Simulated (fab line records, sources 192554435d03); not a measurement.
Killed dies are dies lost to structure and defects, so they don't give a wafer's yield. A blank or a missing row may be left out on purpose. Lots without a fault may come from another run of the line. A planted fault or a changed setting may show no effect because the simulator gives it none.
fab line records | flow n5_finfet
record lots=4 wafers=12 last_day=18
route steps=1938 shown DUMMY_GATE@236 SPACER0@258 SD_EPI_N@262 SD_EPI_P@329 BEOL_M4@1111 PASSIVATION@1936
lots that met no fault: from a run of the same line without faults
start_h: hours from the record's first day to the start of the lot's first wafer shown | wait_h: hours since the lot's step before | " the same as in the row above | L1.1+2: a row that stands for several wafers | - no value, or no start given | * or withheld: withheld | < > ~ a bound
route shown NAME@n: a module of which the file shows steps, and the number in the route of the first | usual: mean/standard deviation of fault-free wafers | same: alike in all rows | chamber/n: place in a boat | sites: the reading at each site | _std_site: their standard deviation | _edge_site: outer sites' mean less inner sites' | radius_mm: how far each site lies from the wafer's centre | mask NAME#n: copy n | behind: the tool/chamber that last shaped the wafer | hold: why the lot was held/for how many hours/how that ended | device: the transistor (n, p or np) that didn't switch | end of line: the same wafers' tests at the end of the route | a step without rows: its recipe alone | killed: dies lost to structure and defects at the first sort, not the wafer's yield | map: a wafer's dies, x killed, . not, _ none there
set.NAME: the setting as run; set.NAME@STEP: as run at that earlier step | model.NAME: the simulator's own value behind a step, which no gauge read
lots at some steps of the route; a table a step, a row a wafer
services: from which hour (start_h, from the record's first day; less than 0 if before it) a tool's chamber was out of use, for how many hours, and why
## steps
# step N5_DUMMY_GATE_ETCH_36
# recipe chemistry=CF4 target=SiARC target_depth_a=130 pressure_mtorr=40 source_w=545 bias_w=36 Ar_flow_sccm=100 cf4_flow_sccm=100 ion_energy_ev=80
# step N5_DUMMY_GATE_ETCH_37
# recipe chemistry=N2/H2 target=SOC target_depth_a=600 overetch_a=300 temp_c=40 ion_energy_ev=200 pressure_mtorr=30 source_w=840 bias_w=150 n2_flow_sccm=200 h2_flow_sccm=200
# step N5_DUMMY_GATE_STRIP_38
# recipe chemistry=N2/H2 temp_c=40 n2_flow_sccm=200 h2_flow_sccm=200 rf_frequency_hz=6e+07
# step N5_DUMMY_GATE_STRIP_39
# recipe chemistry=N2/H2 temp_c=40 n2_flow_sccm=200 h2_flow_sccm=200 rf_frequency_hz=6e+07
# step N5_DUMMY_GATE_TRIM_49
# recipe chemistry=O2 resist=SOC time_s=29 target_cd_nm=14 source_power_w=300 bias_power_w=0 O2_flow_sccm=100 temp_c=20
# step N5_DUMMY_GATE_STRIP_40
# recipe chemistry=CF4 resist=SiARC power_w=300 bias_power_w=75 pressure_mtorr=50 cf4_flow_sccm=150 rf_frequency_hz=6e+07
# step N5_DUMMY_GATE_ETCH_31
# recipe chemistry=C4F6/O2 target=SiO2 mask_material=SOC target_depth_a=825 time_s=27.5 ion_energy_ev=250 pressure_mtorr=30 source_w=345 bias_w=185 Ar_flow_sccm=300 C4F6_flow_sccm=10 O2_flow_sccm=10
# step N5_DUMMY_GATE_STRIP_41
# recipe chemistry=O2 power_w=400 temp_c=40 pressure_mtorr=30 rf_frequency_hz=6e+07 bias_power_w=0 overash_fraction=0.3 o2_flow_sccm=225
# step N5_DUMMY_GATE_HM_OPEN_21
# recipe chemistry=CH3F/O2 target=SiNx target_depth_a=1200 Ar_flow_sccm=150 CH3F_flow_sccm=30 O2_flow_sccm=23 time_s=171.4 pressure_mtorr=30 source_w=395 bias_w=73 ion_energy_ev=120.7
# step N5_DUMMY_GATE_ETCH_32
# recipe chemistry=CF4 target=SiO2 target_depth_a=35 time_s=3.9 ion_energy_ev=350 pressure_mtorr=10 icp_w=800 bias_w=400 cf4_flow_sccm=80
# step N5_DUMMY_GATE_ETCH_23
# recipe chemistry=HBr/Cl2/O2 HBr_flow_sccm=150 Cl2_flow_sccm=80 O2_flow_sccm=12 bias_w=102 target_depth_a=410 time_s=22.3 target=poly-Si mask_material=SiO2 pressure_mtorr=10 icp_w=800
# step N5_DUMMY_GATE_ETCH_44
# recipe chemistry=HBr/O2 over_etch_frac=0.7 target_depth_a=1275 stop_on=SiO2 ion_energy_ev=60 bias_w=20 target=poly-Si mask_material=SiO2 pressure_mtorr=20 icp_w=400 HBr_flow_sccm=120 O2_flow_sccm=10
# usual drypump_motor_current_A=5.5/0.36 oes_product_au=0.724/0.012 throttle_valve_pct=18.42/0.2
# columns lot.wafer tool chamber start_h wait_h drypump_motor_current_A oes_product_au rf_hours_counter_h throttle_valve_pct
L339.2 rie_si-03 2 96.04 0.0 6.0 0.716 82 18.36
L339.5 " 0 " " 5.1 0.720 - 18.91
L339.6 " 1 " " 5.2 0.717 - 18.70
L346.2 rie_si-03 0 138.99 0.0 5.1 0.711 0 18.93
L346.4 " 2 " " 6.0 0.727 83 18.37
L346.5 " 1 " " 5.3 0.724 - 18.73
L347.1 rie_si-03 2 143.00 0.0 6.0 0.718 83 18.36
L347.4 " 1 " " 5.2 0.723 49 18.71
L347.5 " 1 " " 5.2 0.716 - 18.72
L351.1 rie_si-01 3 169.52 0.0 5.6 0.732 111 18.46
L351.2 " 0 " " 5.4 0.759 0 18.14
L351.3 " 2 " " 5.9 0.701 129 18.40
# step N5_DUMMY_GATE_ETCH_42
# recipe chemistry=CHF3/O2 target=SiO2 target_depth_a=35 time_s=31 ion_energy_ev=30 bias_w=12 pressure_mtorr=30 source_w=600 Ar_flow_sccm=200 CHF3_flow_sccm=50 O2_flow_sccm=5
# step N5_DUMMY_GATE_STRIP_48
# recipe chemistry=N2/H2 time_s=20 power_w=100 temp_c=40 pressure_mtorr=100 rf_frequency_hz=6e+07 bias_power_w=3 n2_flow_sccm=300 h2_flow_sccm=300
# step N5_DUMMY_GATE_PRECLEAN_33
# recipe chemistry=dHF time_s=10 dilution=750:1 temp_c=25
# step N5_DUMMY_GATE_PRECLEAN_25
# recipe chemistry=O3/DIW time_s=45 temp_c=22 o3_ppm=10
# step N5_DUMMY_GATE_PRECLEAN_51
# recipe chemistry=SC2 time_s=45 temp_c=35 mix=1:1:50
# step N5_DUMMY_GATE_SRD_26
# recipe dry=ipa_marangoni time_s=30 temp_c=23 rinse_liquid=diw
# step N5_DUMMY_GATE_UV_OZONE_45
# recipe time_s=120 pressure_torr=760 temp_c=25
# step N5_DUMMY_GATE_INSPECT_27
# recipe inspect_instrument=brightfield mode=aei
# usual raw_defect_count=315/77
# columns lot.wafer tool chamber start_h wait_h raw_defect_count
L339.2 defect_inspect-01 - 96.43 0.0 239
L339.5 " - " " 386
L339.6 " - " " 332
L346.2 defect_inspect-02 - 139.39 0.0 331
L346.4 " - " " 279
L346.5 " - " " 639
L347.1 defect_inspect-01 - 143.40 0.0 354
L347.4 " - " " 810
L347.5 " - " " 766
L351.1 defect_inspect-02 - 169.93 0.0 310
L351.2 " - " " 467
L351.3 " - " " 283
# step N5_SPACER0_ALD_07
# recipe material=SiNx target_thk_a=20 temp_c=400 ald_precursor_family=SiH2I2 ald_co_reactant=N2/H2-plasma pressure_torr=2
# step N5_SPACER0_ALD_00
# recipe material=SiOCN target_thk_a=35 temp_c=400 ald_precursor_family=alkyl-aminosilane ald_co_reactant=O2/N2-plasma pulse_time_s=3 purge_time_s=2 co_reactant_purge_time_s=2 ald_cycles=58 pressure_torr=2
# step N5_SPACER0_ALD_08
# recipe material=SiNx target_thk_a=20 temp_c=400 ald_precursor_family=SiH2I2 ald_co_reactant=N2/H2-plasma pressure_torr=2
# step N5_SPACER0_INSPECT_04
# recipe inspect_instrument=darkfield mode=post_dep
# usual raw_defect_count=138/30
# columns lot.wafer tool chamber start_h wait_h raw_defect_count
L339.2 defect_inspect-01 - 97.04 0.1 108
L339.5 " - " " 158
L339.6 " - " " 137
L346.2 defect_inspect-02 - 140.32 0.1 134
L346.4 " - " " 127
L346.5 " - " " 528
L347.1 defect_inspect-01 - 144.00 0.1 135
L347.4 " - " " 567
L347.5 " - " " 584
L351.1 defect_inspect-02 - 170.74 0.1 135
L351.2 " - " " 189
L351.3 " - " " 123
# step N5_SD_EPI_N_COAT_32
# recipe resist=SOC temp_c=250 time_s=60 spin_rpm=1500 resist_thk_nm=350
# step N5_SD_EPI_N_COAT_33
# recipe resist=SiARC temp_c=220 time_s=60 spin_rpm=1500 resist_thk_nm=35
# step N5_SD_EPI_N_COAT_03
# recipe resist=CAR-ArF-block spin_rpm=1500 resist_thk_nm=150
# step N5_SD_EPI_N_EBR_05
# recipe solvent=PGMEA ebr_width_mm=1.5
# step N5_SD_EPI_N_SOFTBAKE_04
# recipe temp_c=110 time_s=60 resist=CAR-ArF-block
# step N5_SD_EPI_N_EXPOSE_06
# recipe mask_id=SD_N_BLK na=1.35 source_shape=conventional sigma_outer=0.8 polarization=unpolarized target_cd_nm=120 dose_mj=39.75
# step N5_SD_EPI_N_PEB_07
# recipe peb_temp_c=110 peb_time_s=60 resist=CAR-ArF-block
# step N5_SD_EPI_N_DEVELOP_08
# recipe develop_time_s=30 developer=TMAH resist=CAR-ArF-block dev_temp_c=23 rinse_liquid=diw dry=air_spin
# step N5_SD_EPI_N_INSPECT_11
# recipe mode=adi inspect_instrument=macro
# usual raw_defect_count=2.1/1.3
# columns lot.wafer tool chamber start_h wait_h raw_defect_count
L339.2 defect_inspect-02 - 97.37 0.0 0
L339.5 " - " " 2
L339.6 " - " " 2
L346.2 defect_inspect-01 - 140.65 0.0 4
L346.4 " - " " 3
L346.5 " - " " >300
L347.1 defect_inspect-02 - 144.45 0.0 2
L347.4 " - " " >300
L347.5 " - " " >300
L351.1 defect_inspect-01 - 171.20 0.0 3
L351.2 " - " " 5
L351.3 " - " " 4
# step N5_SD_EPI_N_DESCUM_14
# recipe chemistry=O2 time_s=7.9 source_power_w=50 bias_power_w=20 pressure_mtorr=20 rf_frequency_hz=2.712e+07 temp_c=40 resist=CAR-ArF-block o2_flow_sccm=225
# step N5_SD_EPI_N_ETCH_34
# recipe chemistry=CF4 target=SiARC target_depth_a=455 mask_material=CAR-ArF-block time_s=75.8 ion_energy_ev=80 pressure_mtorr=40 source_w=545 bias_w=36 Ar_flow_sccm=100 cf4_flow_sccm=100 ends=cleared
# step N5_SD_EPI_N_ETCH_35
# recipe chemistry=N2/H2 target=SOC overetch_a=1080 mask_material=SiARC temp_c=40 ion_energy_ev=100 source_w=3000 bias_w=133 pressure_mtorr=20 time_s=486 n2_flow_sccm=200 h2_flow_sccm=200
# step N5_SD_EPI_N_STRIP_36
# recipe chemistry=N2/H2 temp_c=40 n2_flow_sccm=200 h2_flow_sccm=200 rf_frequency_hz=6e+07
# step N5_SD_EPI_N_ETCHBACK_44
# recipe chemistry=CH3F/O2 mode=anisotropic_etchback target=SiNx target_depth_a=145 stop_on=SiO2 over_etch_frac=0.3 ion_energy_ev=120 pressure_mtorr=30 source_w=395 bias_w=73 Ar_flow_sccm=150 CH3F_flow_sccm=30 O2_flow_sccm=20
# step N5_SD_EPI_N_INSPECT_26
# recipe inspect_instrument=darkfield mode=post_epi
# usual raw_defect_count=210/42
# columns lot.wafer tool chamber start_h wait_h raw_defect_count
L339.2 defect_inspect-01 - 102.34 0.1 174
L339.5 " - " " 207
L339.6 " - " " 173
L346.2 defect_inspect-02 - 146.35 0.1 168
L346.4 " - " " 178
L346.5 " - " " 571
L347.1 defect_inspect-01 - 149.24 0.1 212
L347.4 " - " " 630
L347.5 " - " " 640
L351.1 defect_inspect-01 - 175.91 0.1 247
L351.2 " - " " 252
L351.3 " - " " 208
# step N5_SD_EPI_P_INSPECT_26
# recipe inspect_instrument=darkfield mode=post_epi
# usual raw_defect_count=177/37
# columns lot.wafer tool chamber start_h wait_h raw_defect_count
L339.2 defect_inspect-02 - 107.26 0.0 130
L339.5 " - " " 203
L339.6 " - " " 153
L346.2 defect_inspect-01 - 150.45 0.0 186
L346.4 " - " " 153
L346.5 " - " " 560
L347.1 defect_inspect-01 - 153.47 0.0 191
L347.4 " - " " 587
L347.5 " - " " 596
L351.1 defect_inspect-02 - 180.96 0.0 197
L351.2 " - " " 224
L351.3 " - " " 184
# step N5_BEOL_M4_RC_MEAS_101
# usual DIBL_N=36.1/2.5 DIBL_P=36/3.3 IOFF_N=0.16/0.046 IOFF_P=0.20/0.051 ION_N=676/16 ION_P=462/11 SS_N=71.6/0.87 SS_P=73.2/0.86 VT_N=251/4.4 VT_P=-252/4.6
# columns lot.wafer tool chamber start_h wait_h DIBL_N[mV/V] DIBL_P[mV/V] IOFF_N[nA/um] IOFF_P[nA/um] ION_N[uA/um] ION_P[uA/um] SS_N[mV/dec] SS_P[mV/dec] VT_N[mV] VT_P[mV]
L339.2 prober-02 0 263.07 0.2 33.6 33 0.12 0.16 670 462 70.8 72.7 253 -253
L339.5 " 0 " " 36.1 37 0.16 0.21 692 474 71.3 73.6 250 -250
L339.6 " 0 " " 36.9 38 0.16 0.22 677 462 71.3 73.2 251 -249
L347.1 prober-02 0 299.43 0.0 36.0 36 0.15 0.18 665 455 71.7 73.1 249 -254
L347.4 " 0 " " 31.8 31 0.09 0.13 676 462 70.4 72.6 259 -256
L347.5 " 0 " " 34.6 33 0.12 0.15 651 449 71.4 73.3 254 -258
L346.2 prober-01 0 302.09 0.2 34.2 33 0.09 0.13 632 433 71.9 73.7 258 -264
L346.4 " 0 " " 39.8 40 0.18 0.19 674 457 73.1 74.3 249 -255
L346.5 " 0 " " 36.9 38 0.15 0.18 687 456 72.1 73.6 250 -258
L351.1 prober-02 0 327.35 0.0 35.7 32 0.16 0.18 658 453 72.9 71.8 251 -250
L351.2 " 0 " " 33.7 33 0.12 0.18 676 468 70.4 71.8 253 -250
L351.3 " 0 " " 37.2 38 0.20 0.27 698 480 71.8 74.4 245 -244
# step N5_PASSIVATION_PROBE_49
# usual defect_limited_yield=91.0/1.4 killed_at_M0_to_M3=34/10 killed_at_M4_up=15/5.5 killed_at_contacts=12/6.1 killed_at_front_end=41/12 killed_at_other=4/3.4 killed_dies=106/17 killed_on_rim=14/4 killed_open=70/13 killed_short=34/7.4 sort_bin_5_function=5.3/1 sort_bin_6_memory=3.4/0.69 sort_bin_8_speed=0.03/0.22 sort_n_pass=1073/17 sort_yield_pct=91.0/1.4
# same gross_dies=1180 killed_at_back_side=0 sort_bin_4_leakage[%]=0
# columns lot.wafer tool chamber start_h wait_h defect_limited_yield[%] killed_at_M0_to_M3 killed_at_M4_up killed_at_contacts killed_at_front_end killed_at_other killed_dies killed_on_rim killed_open killed_short sort_bin_5_function[%] sort_bin_6_memory[%] sort_bin_8_speed[%] sort_n_pass sort_yield_pct[%]
L339.2 prober-01 - 383.94 0.1 91.1 34 20 9 28 14 105 14 72 32 5.2 3.5 0 1075 91.1
L339.5 prober-01 - 384.09 0.2 92.5 24 14 13 32 5 88 11 61 25 4.2 2.8 0 1092 92.5
L339.6 prober-01 - 384.14 0.3 90.1 42 16 12 42 5 117 11 72 42 5.2 4.2 0 1063 90.1
L347.4 prober-01 - 409.60 0.2 82.8 34 22 19 125 3 203 24 56 43 10.7 4.3 0 977 82.8
L347.5 prober-01 - 409.65 0.2 81.7 32 18 19 137 10 216 30 78 35 11.9 3.9 0 964 81.7
L346.2 prober-02 - 413.60 0.1 93.2 26 11 13 26 4 80 7 51 29 4.3 2.2 2.12 1075 91.1
L346.4 prober-02 - 413.70 0.2 92.8 39 2 4 38 2 85 17 47 33 3.7 2.9 0 1095 92.8
L346.5 prober-02 - 413.75 0.2 84.7 40 8 6 125 1 180 25 54 26 9.5 3.2 0 1000 84.7
L351.1 prober-02 - 436.02 0.0 91.9 13 29 8 36 9 95 20 58 29 4.3 2.9 0 1085 91.9
L351.2 prober-02 - 436.07 0.1 91.2 33 20 6 44 1 104 16 69 35 5.2 3.5 0 1076 91.2
L351.3 prober-02 - 436.12 0.1 91.4 20 20 10 50 2 102 8 69 32 5.3 2.9 0 1078 91.4
# killed by level:class
L339.2 BEOL_M0_SAQP:geometric_particle:short=10 BEOL_M0_SAQP:geometric_particle:open=10 BEOL_M4:geometric_particle:open=10 MOL_CONTACT_COAG:geometric_particle:open=9 BEOL_M0:geometric_particle:open=6 BEOL_M2:geometric_particle:open=6 STI_FIN_REVEAL:geometric_particle:open=5 FIN_SAQP:geometric_particle:short=4
L339.5 MOL_CONTACT_COAG:geometric_particle:open=10 STI_FIN_REVEAL:geometric_particle:open=7 ILD0:geometric_particle:open=7 BEOL_M0_SAQP:geometric_particle:short=6 BEOL_M4:geometric_particle:open=6 STARTING-WAFER:geometric_particle:open=6 BEOL_M2:geometric_particle:open=5 BEOL_M0_SAQP:geometric_particle:open=4
L339.6 STI_FIN_REVEAL:geometric_particle:open=13 BEOL_M0_SAQP:geometric_particle:open=12 BEOL_M0_SAQP:geometric_particle:short=11 FIN_SAQP:geometric_particle:open=8 MOL_CONTACT_COAG:geometric_particle:open=8 FIN_SAQP:geometric_particle:short=7 BEOL_M2:geometric_particle:open=5 BEOL_M4:geometric_particle:open=5
L347.4 DUMMY_GATE:unspecified=98 BEOL_M0_SAQP:geometric_particle:short=19 MOL_CONTACT_COAG:geometric_particle:open=15 BEOL_M0_SAQP:geometric_particle:open=11 BEOL_M4:geometric_particle:open=8 STI_FIN_REVEAL:geometric_particle:open=4 MOL_CONTACT_COAG:geometric_particle:short=4 BEOL_M4:geometric_particle:short=4
L347.5 DUMMY_GATE:unspecified=97 STI_FIN_REVEAL:geometric_particle:open=18 MOL_CONTACT_COAG:geometric_particle:open=12 BEOL_M0_SAQP:geometric_particle:short=9 BEOL_M4:geometric_particle:open=9 BEOL_M0_SAQP:geometric_particle:open=8 DUMMY_GATE:geometric_particle:open=7 MOL_CONTACT_COAG:geometric_particle:short=7
L346.2 MOL_CONTACT_COAG:geometric_particle:open=10 BEOL_M4:geometric_particle:open=8 GATE_CUT:geometric_particle:short=7 BEOL_M3:geometric_particle:open=7 STI_FIN_REVEAL:geometric_particle:open=6 BEOL_M1:geometric_particle:open=5 BEOL_M0_SAQP:geometric_particle:short=5 BEOL_M2:geometric_particle:open=5
L346.4 FIN_SAQP:geometric_particle:short=12 BEOL_M2:geometric_particle:open=9 BEOL_M3:geometric_particle:open=9 BEOL_M0:geometric_particle:open=6 BEOL_M1:geometric_particle:short=6 BEOL_M0_SAQP:geometric_particle:short=5 FIN_SAQP:geometric_particle:open=4 STI_FIN_REVEAL:geometric_particle:open=4
L346.5 DUMMY_GATE:unspecified=99 BEOL_M1:geometric_particle:open=14 FIN_SAQP:geometric_particle:short=7 BEOL_M3:geometric_particle:open=7 BEOL_M0_SAQP:geometric_particle:open=5 MOL_CONTACT_COAG:geometric_particle:open=5 FIN_SAQP:geometric_particle:open=4 BEOL_M2:geometric_particle:open=4
L351.1 BEOL_M4:geometric_particle:open=13 STI_FIN_REVEAL:geometric_particle:open=8 MOL_CONTACT_COAG:geometric_particle:open=7 HKMG_FIN:area_etch=7 BEOL_M4:geometric_particle:short=6 FIN_SAQP:geometric_particle:open=4 FIN_SAQP:geometric_particle:short=4 BEOL_M0_SAQP:geometric_particle:open=4
L351.2 STI_FIN_REVEAL:geometric_particle:open=13 BEOL_M1:geometric_particle:open=11 BEOL_M4:geometric_particle:open=10 FIN_SAQP:geometric_particle:short=8 FIN_SAQP:geometric_particle:open=8 MOL_CONTACT_COAG:geometric_particle:open=6 BEOL_M2:geometric_particle:open=6 STI_FIN_REVEAL:geometric_particle:short=5
L351.3 STI_FIN_REVEAL:geometric_particle:open=15 FIN_SAQP:geometric_particle:open=10 MOL_CONTACT_COAG:geometric_particle:open=8 GATE_CUT:geometric_particle:short=7 BEOL_M3:geometric_particle:open=7 BEOL_M4:geometric_particle:open=7 FIN_SAQP:geometric_particle:short=5 BEOL_M4:geometric_particle:short=5
# map L346.5 (x killed, . not)
_________________.........x..________________
______________...x............x._____________
___________........x......x........__________
__________.x.....x..............x..._________
________x.xxxxx...............x....x.._______
_______xxxxxxx.........................______
______xxxxxx.x...............x.........._____
_____xxxxxxxx..xxx.......................____
____xxxxxxxxxxxx........x........x........___
___xxxxxxxxxxxx.....x.....x........xx...x..__
___xxxxxxxxxxx..........................x.x__
__x.xxxxxxxxxx...x.........................._
__xxxxxxxxx.xx.....................x........_
_...xx.xxxxxxx....x....................x.....
_...x..xx.x.......xx..x...x....x..x..........
_.......xx........x..........................
_........x.x.x........x..................x...
_............x.....x.........................
_.....x.......x.....................x........
_...........x...x....x.........x..........xx.
_.................x...........x....x.........
__.........x..........x....................._
__.......xx......................x.........._
___......x......x..........................__
___x......xx...............................__
____.......x....x........x......x.........___
_____...........x..........x....x..x.....____
______...................x..x..........._____
_______................................______
________........................x....._______
__________..x......................._________
___________...x...x............xx..__________
______________........x........._____________
_________________............________________
# map L347.5 (x killed, . not)
_________________.x..........________________
______________x....x..........x._____________
___________x............x..........__________
__________..x........x..x..........x_________
________xxxxx.x......x.x.............._______
_______xxxxxx.x........x.......x.......______
______xxxxxxx.xx....x.......x.........x._____
_____xxxxxxxx.xx.x.............x......x..____
____xxxxxxxxxxx.x............x.x.....x.x..___
___.xxxxxxxxxxxx.x.....................xx..__
___.xxxxxxxxx.xxx...x......................__
__.xx.xxxxxxxxx.....................x....x.x_
__xx.xxxxxxx.xx............................._
_......x.xxx..x.xx.............x......x.x....
_....xxx..xx....x..x...................x..x..
_...x.x.......x...x.................x...x.x..
_....xx.x.......x.......x............x...xx..
_....x......x.....................x.......x.x
_................................x........x..
_...................x...x.........x..........
_.............................x....x......x..
__x.........x....x...xx....................._
__.xx.................................x.x..._
___...x........x.......x.x.x...x.x.........__
___..............x.........x......x........__
____.....x............xx.x........x.......___
_____............x.xxx....x..............____
______...x...x...x.............x........_____
_______....x.....x..x...x............x.______
________...................x...x......_______
__________.x.......................x_________
___________..x....x.......x........__________
______________....x...........xx_____________
_________________............________________
## services
# columns tool chamber start_h hours kind
rie_si-03 2 75.74 6.2 repair
rie_si-01 - 81.58 0.9 repair
rie_si-03 2 103.49 2.8 repair
rie_si-03 0 125.27 - clean
rie_si-03 0 125.27 13.3 scheduled_down
rie_si-03 0 125.27 13.3 vent_cycle
rie_si-01 0 144.56 - clean
rie_si-01 0 144.56 18.8 scheduled_down
rie_si-01 0 144.56 18.8 vent_cycle
rie_si-03 3 145.68 3.8 repair
## key
first_sign step=N5_DUMMY_GATE_INSPECT_27 reading=raw_defect_count direction=up sigmas=5.5 usual=315 struck=738
effect step=N5_SPACER0_INSPECT_04 reading=raw_defect_count direction=up sigmas=14 usual=138 struck=560
effect step=N5_SD_EPI_N_INSPECT_11 reading=raw_defect_count direction=up sigmas=99+ usual=2.1 struck=>300
effect step=N5_SD_EPI_N_INSPECT_26 reading=raw_defect_count direction=up sigmas=9.6 usual=210 struck=614
effect step=N5_SD_EPI_P_INSPECT_26 reading=raw_defect_count direction=up sigmas=11 usual=177 struck=581
effect step=N5_PASSIVATION_PROBE_49 reading=killed_at_front_end direction=up sigmas=7.4 usual=41 struck=129
more_kills_born_at N5_DUMMY_GATE_ETCH_44@rie_si-03=294
met_at N5_DUMMY_GATE_ETCH_44
struck_wafers L346.5,L347.4,L347.5
onset_between 96.04 138.99
fault kind=chamber_particle_source tool=rie_si-03 chamber=1 onset_h=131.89 steps=N5_DUMMY_GATE_ETCH_44 rate_per_visit_cm2=0.69008 end_h=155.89
